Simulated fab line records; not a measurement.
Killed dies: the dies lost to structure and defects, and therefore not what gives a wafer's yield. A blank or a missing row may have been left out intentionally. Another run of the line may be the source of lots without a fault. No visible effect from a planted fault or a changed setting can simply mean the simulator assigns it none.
Split-lot experiment -- flow n5_finfet -- route with 1938 steps; 7 lots, 39 wafers read

== THE SPLIT ==
At N5_FIN_SAQP_ALD_61 (deposits SiO2, target thk 4 nm, pulse time 1 s, purge time 2 s), the setting temp_c was moved away from the recipe's 300 C on 15 of the 39 wafers read, by -4.6% to +2.6%. This setting was run at the recipe's value on the other wafers.

The split's own step is where the reading is taken.

== THE READING ==
SiO2_of_FIN_SAQP_ALD_61.thk_nm (the simulator's own value, which no gauge read), in nm, at N5_FIN_SAQP_ALD_61 (deposits SiO2, target thk 4 nm, pulse time 1 s, purge time 2 s). No usual value for it is given in the file. Across the 24 wafers here that went through the recipe, the average is 3.990 nm and the standard deviation 0.014 nm.

wafer,"tool, chamber at the split","temp_c as run, C",against the recipe,"SiO2_of_FIN_SAQP_ALD_61.thk_nm, nm",against lot-mates on the recipe
L074.1,"ald_sin-01, 1",300,recipe,4.003,-
L074.5,"ald_sin-01, 1",300,recipe,3.993,-
L074.6,"ald_sin-01, 2",300,recipe,3.99,-
L077.1,"ald_sin-03, 3",300,recipe,3.998,-
L077.2,"ald_sin-03, 1",293.3,-2.2%,4.08,+0.092
L077.3,"ald_sin-03, 0",293.3,-2.2%,4.084,+0.096
L077.4,"ald_sin-03, 2",293.3,-2.2%,4.076,+0.088
L077.5,"ald_sin-03, 3",300,recipe,3.99,-
L077.6,"ald_sin-03, 2",300,recipe,3.976,-
L078.1,"ald_sin-01, 2",300,recipe,4.009,-
L078.2,"ald_sin-01, 0",300,recipe,4.004,-
L078.3,"ald_sin-01, 1",300,recipe,3.985,-
L078.4,"ald_sin-01, 3",300,recipe,4.001,-
L078.5,"ald_sin-01, 3",300,recipe,3.999,-
L078.6,"ald_sin-01, 2",300,recipe,3.971,-
L084.1,"ald_sin-04, 2",300,recipe,3.991,-
L084.2,"ald_sin-04, 1",300,recipe,3.976,-
L084.3,"ald_sin-04, 3",286.3,-4.6%,4.213,+0.223
L084.4,"ald_sin-04, 0",300,recipe,4.002,-
L084.5,"ald_sin-04, 2",286.3,-4.6%,4.193,+0.203
L084.6,"ald_sin-04, 3",286.3,-4.6%,4.199,+0.209
L086.1,"ald_sin-01, 2",287.8,-4.1%,4.165,+0.189
L086.2,"ald_sin-01, 3",300,recipe,3.987,-
L086.3,"ald_sin-01, 0",300,recipe,3.962,-
L086.4,"ald_sin-01, 1",287.8,-4.1%,4.167,+0.191
L086.5,"ald_sin-01, 2",300,recipe,3.978,-
L086.6,"ald_sin-01, 1",287.8,-4.1%,4.169,+0.193
L089.1,"ald_sin-01, 3",290.1,-3.3%,4.127,+0.150
L089.2,"ald_sin-01, 2,0",290.1,-3.3%,4.128,+0.151
L089.6,"ald_sin-01, 2,0",290.1,-3.3%,4.128,+0.151
L089.3,"ald_sin-01, 0",300,recipe,3.971,-
L089.4,"ald_sin-01, 1",300,recipe,3.984,-
L089.5,"ald_sin-01, 1",300,recipe,3.975,-
L095.1,"ald_sin-04, 1",300,recipe,4.007,-
L095.2,"ald_sin-04, 3",300,recipe,3.982,-
L095.3,"ald_sin-04, 2",307.7,+2.6%,3.948,-0.054
L095.4,"ald_sin-04, 0",300,recipe,4.016,-
L095.5,"ald_sin-04, 1",307.7,+2.6%,3.975,-0.027
L095.6,"ald_sin-04, 2",307.7,+2.6%,3.96,-0.042
If several chambers appear in one row, that row covers several wafers at once and the file leaves open which wafer was in which chamber.

FIT RESULTS
A straight line over all 39 wafers: SiO2_of_FIN_SAQP_ALD_61.thk_nm changes by -0.0383 nm for each +1% of temp_c; r = -0.96; the points scatter about the line by 0.024 nm.
The same after taking each lot's own level away (the mean of its wafers on the recipe; 39 wafers): -0.0407 nm for each +1%; r = -0.97; scatter 0.021 nm.
According to that fit, moving temp_c by its largest amount changes the reading by 0.19 nm.
Across the lots, their own levels run from 3.9757 to 4.0017 nm, a range of 1.9 times the standard deviation given above.
The two slopes are in agreement: the lot-to-lot level therefore moves the slope only a little.
Check: with one of the wafers moved furthest among these (-4.6%) left out of the fit, the line predicts +0.192 nm for it against its lot-mates. It came out at +0.223 nm against them.

== THE FILE'S OWN FIT ==
SiO2_of_FIN_SAQP_ALD_61.thk_nm changes by -0.0427 nm for each +1% of temp_c, r = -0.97.
